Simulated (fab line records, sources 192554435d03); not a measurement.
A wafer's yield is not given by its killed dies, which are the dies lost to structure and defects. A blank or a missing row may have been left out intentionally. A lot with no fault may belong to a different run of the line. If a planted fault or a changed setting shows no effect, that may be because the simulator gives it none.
Split-lot trial	flow n5 finfet	7 lots, 21 wafers read, on a route of 1938 steps

ABOUT THE SPLIT
At N5_MIM_TOP_LITHO_EXPOSE_05 (exposes mask MIM TOP, target cd 2000 nm), the setting dose mj was moved away from the recipe's 20.5 on 8 of the 21 wafers read, by -7.4% to -3.4%. All remaining wafers had this setting at the recipe value.

FROM THE SPLIT TO THE READING: what the file shows between them, 2 steps
- N5_MIM_TOP_LITHO_DEVELOP_07: develop time 60 s (also split here: develop time s)
- N5_MIM_TOP_LITHO_HARDBAKE_09: time 120 s

THE READING
At N5_MIM_TOP_LITHO_CD_MEAS_08: cd nm in nanometres, against a target cd of 2000 nm. On this fab line, fault-free wafers typically give 2000.0 nm with a standard deviation of 2.4 nm.

wafer	tool, chamber at the split	dose mj as run	against the recipe	cd nm, nm	against lot-mates on the recipe
L074.1	krf scanner-02, 0	20.5	recipe	1999.7	-
L074.4	krf scanner-02, 0	20.5	recipe	2004.1	-
L074.6	krf scanner-02, 0	20.5	recipe	2002.5	-
L078.1	krf scanner-01, 0	19.29	-5.9%	2014.8	no lot-mate on the recipe
L078.2	krf scanner-01, 0	19.29	-5.9%	2010.6	no lot-mate on the recipe
L078.5	krf scanner-01, 0	19.29	-5.9%	2015.0	no lot-mate on the recipe
L081.1	krf scanner-02, 0	20.5	recipe	2001.9	-
L081.4	krf scanner-02, 0	20.5	recipe	2004.8	-
L081.6	krf scanner-02, 0	19.81	-3.4%	2006.2	+2.9
L084.2	krf scanner-02, 0	20.5	recipe	2001.7	-
L084.3	krf scanner-02, 0	20.5	recipe	1998.6	-
L084.6	krf scanner-02, 0	20.5	recipe	1999.9	-
L083.1	krf scanner-01, 0	20.5	recipe	1998.0	-
L083.2	krf scanner-01, 0	20.5	recipe	1998.8	-
L083.4	krf scanner-01, 0	20.5	recipe	1996.7	-
L093.3	krf scanner-01, 0	18.99	-7.4%	2016.6	+17.0
L093.4	krf scanner-01, 0	20.5	recipe	1999.6	-
L093.6	krf scanner-01, 0	18.99	-7.4%	2016.4	+16.8
L094.1	krf scanner-01, 0	19.78	-3.5%	2007.5	+10.9
L094.5	krf scanner-01, 0	20.5	recipe	1996.6	-
L094.6	krf scanner-01, 0	19.78	-3.5%	2009.1	+12.5

THE FIT
A straight line over all 21 wafers: cd nm changes by -2.22 nm for each +1% of dose mj; r = -0.94; the points scatter about the line by 2.3 nm.
The same after taking each lot's own level away (the mean of its wafers on the recipe; 18 wafers): -2.35 nm for each +1%; r = -0.95; scatter 2.1 nm.
On that fit, the largest move of dose mj shifts the reading by 17 nm.
The lots' own levels span 1996.60 to 2003.35 nm, that is 2.8 times the standard deviation above.
The two slopes are in agreement: the lot-to-lot level therefore moves the slope only a little.
Check: with one of the wafers moved furthest among these (-7.4%) left out of the fit, the line predicts +17.6 nm for it against its lot-mates. Against them it came out at +17 nm.

OTHER SPLITS APPLIED TO THESE WAFERS
These wafers also went through other splits before the reading. Each is held against what the fit with the lots' levels taken away leaves over:
other split on the same wafers	wafers away from the commonest value	r with cd nm (lot level and that fit taken away)
N5_BEOL_M15_PEB_26 peb temp c	3	+0.08
N5_BEOL_M15_ETCH_61 time s	6	+0.12
N5_MIM_TOP_LITHO_DEVELOP_07 develop time s	9	+0.12

THE WHOLE CHAIN: every reading that the file lists as answering this split, in the file's order
step	what it does	reading	change (the file's fit)	r (the file's)
N5_MIM_TOP_LITHO_CD_MEAS_08	target cd 2000 nm	cd nm	-2.25 nm for each +1% of the setting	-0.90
N5_MIM_TOP_LITHO_DESCUM_10	chemistry O2, time 7.9 s	MIM_TOP_LITHO.cd nm (the simulator's own value, which no gauge read)	-2.19 nm for each +1% of the setting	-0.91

FILE'S OWN FIT
cd nm changes by -2.25 nm for each +1% of dose mj, r = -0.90.
